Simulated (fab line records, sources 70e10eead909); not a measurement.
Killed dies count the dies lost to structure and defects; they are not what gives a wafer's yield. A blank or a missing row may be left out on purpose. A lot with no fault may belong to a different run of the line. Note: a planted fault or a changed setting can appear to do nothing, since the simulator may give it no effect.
One fault through the eyes of 2 desks | flow nand harc | only its own numbers are on each desk; what lay behind them is given at the end

## AT THE TOOL OWNER'S DESK: plasma asher-02
The tool's own readings at NHARC_P_GATE_STRIP_112 (strips in N2/H2, time 200 s): means of the sampled wafers that have a number, for each lot that ran on this tool. The brackets show how far a lot's mean lies from the usual mean; more than 4 standard deviations puts the lot out of limits, marked OUT.
Columns: A = drypump motor current A at NHARC_P_GATE_STRIP_112, usual 5.87 A; B = heater power w at NHARC_P_GATE_STRIP_112, usual 79 W; C = temp c at NHARC_P_GATE_STRIP_112, usual 110.01 C
lot  | first seen here | A    | B  | C
L550 | day 5 09:07     | 5.96 | 88 | 109.95
L556 | day 8 04:48     | 5.99 | 96 | 110.03
L557 | day 8 07:53     | 5.99 | 96 | 109.73
L564 | day 11 19:51    | 5.97 | 84 | 110.05
L565 | day 11 20:06    | 5.97 | 85 | 109.94
L566 | day 12 09:25    | 5.91 | 79 | 110.05
L570 | day 13 23:16    | 5.90 | 80 | 109.95
This desk's finding: nothing out of limits on any of the 7 lots.

## THE DEFECT DESK
Per lot, the means of the sampled wafers with a number show what the inspections along the route counted. The brackets show how far a lot's mean lies from the usual mean; more than 4 standard deviations puts the lot out of limits, marked OUT.
Columns: A = raw defect count at NHARC_P_GATE_INSPECT_68, usual 209
lot  | first seen here | A
L550 | day 5 13:09     | 180
L551 | day 6 07:31     | 176
L556 | day 8 08:52     | 1187 (+12) OUT
L557 | day 8 11:57     | 1169 (+12) OUT
L563 | day 11 06:57    | 232
L564 | day 11 23:55    | 203
L565 | day 12 00:23    | 272
L566 | day 12 13:54    | 289
L568 | day 13 10:13    | 164
L569 | day 13 23:25    | 293
L570 | day 14 03:29    | 157
L573 | day 15 04:02    | 159
This desk's finding: out of limits on L556, L557; first on L556, day 8 08:52 (raw defect count at NHARC_P_GATE_INSPECT_68). In limits: L550, L551, L563, L564, L565, L566, L568, L569, L570, L573.

## ALL TOGETHER
The defect desk could have raised an alarm at day 8 08:52, on L556, L557.
The desk of the tool owner found nothing out of limits.
Tool owner's desk: L556, L557 on record, inside its limits.
On plasma asher-02, each named lot ran NHARC_P_GATE_STRIP_112.

## WHAT THE SIMULATOR PUT IN
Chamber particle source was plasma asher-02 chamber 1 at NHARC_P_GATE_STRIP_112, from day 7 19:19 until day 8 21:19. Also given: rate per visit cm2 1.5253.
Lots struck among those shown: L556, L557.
Hours from the fault's start to each desk's first reading out of limits: the defect desk, 14.
